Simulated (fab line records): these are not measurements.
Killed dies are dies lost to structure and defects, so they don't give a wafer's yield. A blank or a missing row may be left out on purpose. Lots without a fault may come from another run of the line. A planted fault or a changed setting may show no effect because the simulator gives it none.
Lot-split experiment / flow n5_finfet / 21 wafers read across 7 lots, on a route 1938 steps long

## ABOUT THE SPLIT
At N5_SD_ACTIVATION_LSA_01 (time 0.0008 s), the setting temp_c was moved away from the recipe's 1080 C on 7 of the 21 wafers read, by -1.4% to +2.6%. For the rest of the wafers, this setting stayed at what the recipe calls for.

Split to reading: the file shows no intervening step.

## THE READING
RS_SD_N, in ohm/sq, at N5_SD_ACTIVATION_RS_MEAS_03 (measures by four-point-probe). Typical for fault-free wafers on this fab line: 21.79 ohm/sq, with standard deviation 0.27 ohm/sq.

wafer=L075.2; tool, chamber at the split=laser_anneal-01, 0; temp_c as run, C=1080; against the recipe=recipe; RS_SD_N, ohm/sq=21.72; against lot-mates on the recipe=-
wafer=L075.5; tool, chamber at the split=laser_anneal-01, 0; temp_c as run, C=1080; against the recipe=recipe; RS_SD_N, ohm/sq=23.31; against lot-mates on the recipe=-
wafer=L075.6; tool, chamber at the split=laser_anneal-01, 0; temp_c as run, C=1108; against the recipe=+2.6%; RS_SD_N, ohm/sq=19.10; against lot-mates on the recipe=-3.41
wafer=L076.2; tool, chamber at the split=laser_anneal-02, 0; temp_c as run, C=1080; against the recipe=recipe; RS_SD_N, ohm/sq=20.56; against lot-mates on the recipe=-
wafer=L076.4; tool, chamber at the split=laser_anneal-02, 0; temp_c as run, C=1080; against the recipe=recipe; RS_SD_N, ohm/sq=21.72; against lot-mates on the recipe=-
wafer=L076.6; tool, chamber at the split=laser_anneal-02, 0; temp_c as run, C=1068; against the recipe=-1.1%; RS_SD_N, ohm/sq=23.07; against lot-mates on the recipe=+1.93
wafer=L084.3; tool, chamber at the split=laser_anneal-02, 0; temp_c as run, C=1080; against the recipe=recipe; RS_SD_N, ohm/sq=20.66; against lot-mates on the recipe=-
wafer=L084.4; tool, chamber at the split=laser_anneal-02, 0; temp_c as run, C=1080; against the recipe=recipe; RS_SD_N, ohm/sq=20.58; against lot-mates on the recipe=-
wafer=L084.5; tool, chamber at the split=laser_anneal-02, 0; temp_c as run, C=1080; against the recipe=recipe; RS_SD_N, ohm/sq=20.69; against lot-mates on the recipe=-
wafer=L088.3; tool, chamber at the split=laser_anneal-02, 0; temp_c as run, C=1065; against the recipe=-1.4%; RS_SD_N, ohm/sq=23.41; against lot-mates on the recipe=+2.04
wafer=L088.4; tool, chamber at the split=laser_anneal-02, 0; temp_c as run, C=1080; against the recipe=recipe; RS_SD_N, ohm/sq=21.41; against lot-mates on the recipe=-
wafer=L088.5; tool, chamber at the split=laser_anneal-02, 0; temp_c as run, C=1080; against the recipe=recipe; RS_SD_N, ohm/sq=21.32; against lot-mates on the recipe=-
wafer=L091.3; tool, chamber at the split=laser_anneal-01, 0; temp_c as run, C=1093; against the recipe=+1.2%; RS_SD_N, ohm/sq=20.68; against lot-mates on the recipe=-2.41
wafer=L091.5; tool, chamber at the split=laser_anneal-01, 0; temp_c as run, C=1080; against the recipe=recipe; RS_SD_N, ohm/sq=23.09; against lot-mates on the recipe=-
wafer=L091.6; tool, chamber at the split=laser_anneal-01, 0; temp_c as run, C=1093; against the recipe=+1.2%; RS_SD_N, ohm/sq=20.61; against lot-mates on the recipe=-2.48
wafer=L093.2; tool, chamber at the split=laser_anneal-01, 0; temp_c as run, C=1091; against the recipe=+1.0%; RS_SD_N, ohm/sq=20.38; against lot-mates on the recipe=-0.28
wafer=L093.3; tool, chamber at the split=laser_anneal-01, 0; temp_c as run, C=1091; against the recipe=+1.0%; RS_SD_N, ohm/sq=19.48; against lot-mates on the recipe=-1.18
wafer=L093.4; tool, chamber at the split=laser_anneal-01, 0; temp_c as run, C=1080; against the recipe=recipe; RS_SD_N, ohm/sq=20.66; against lot-mates on the recipe=-
wafer=L095.2; tool, chamber at the split=laser_anneal-01, 0; temp_c as run, C=1080; against the recipe=recipe; RS_SD_N, ohm/sq=22.09; against lot-mates on the recipe=-
wafer=L095.3; tool, chamber at the split=laser_anneal-01, 0; temp_c as run, C=1080; against the recipe=recipe; RS_SD_N, ohm/sq=21.93; against lot-mates on the recipe=-
wafer=L095.5; tool, chamber at the split=laser_anneal-01, 0; temp_c as run, C=1080; against the recipe=recipe; RS_SD_N, ohm/sq=21.87; against lot-mates on the recipe=-

FIT RESULTS
A straight line over all 21 wafers: RS_SD_N changes by -1.09 ohm/sq for each +1% of temp_c; r = -0.76; the points scatter about the line by 0.79 ohm/sq.
The same after taking each lot's own level away (the mean of its wafers on the recipe; 21 wafers): -1.44 ohm/sq for each +1%; r = -0.93; scatter 0.5 ohm/sq.
That fit puts the effect of the largest move of temp_c on the reading at 3.7 ohm/sq.
The span of the lots' own levels, 20.643 to 23.090 ohm/sq, comes to 9.1 times the standard deviation stated above.
So the lot-to-lot level blurs the effect unless lot-mates are compared.
Check: for one of the wafers moved furthest among these (+2.6%), held out of the fit, the line's prediction against its lot-mates is -3.93 ohm/sq. Against them it came out at -3.41 ohm/sq.
Tool readings at the split's step, against how far the setting was moved: wafer_temp_C_max r = +0.98.

## OTHER SPLITS APPLIED TO THESE WAFERS
These wafers also went through other splits before the reading. Each is held against what the fit with the lots' levels taken away leaves over:
other split on the same wafers=N5_DUMMY_GATE_EXPOSE_12 dose_mj; wafers away from the commonest value=9; r with RS_SD_N (lot level and that fit taken away)=+0.17
other split on the same wafers=N5_SD_EPI_N_ETCH_45 target_depth_a; wafers away from the commonest value=4; r with RS_SD_N (lot level and that fit taken away)=-0.14
other split on the same wafers=N5_SD_EPI_N_EPI_21 epi_growth_time_s; wafers away from the commonest value=9; r with RS_SD_N (lot level and that fit taken away)=-0.28
other split on the same wafers=N5_SD_EPI_P_EPI_21 temp_c; wafers away from the commonest value=6; r with RS_SD_N (lot level and that fit taken away)=-0.18

## THE WHOLE CHAIN: every reading that the file lists as answering this split, in the file's order
step=N5_SD_ACTIVATION_LSA_01; what it does=time 0.0008 s; reading=wafer_temp_C_max; change (the file's fit)=withheld for each +1% of the setting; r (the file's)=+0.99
step=N5_SD_ACTIVATION_RS_MEAS_03; what it does=measures by four-point-probe; reading=RS_SD_N; change (the file's fit)=-1.42 for each +1% of the setting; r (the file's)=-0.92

## THE FILE'S OWN FIT
RS_SD_N changes by -1.42 ohm/sq for each +1% of temp_c, r = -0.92.
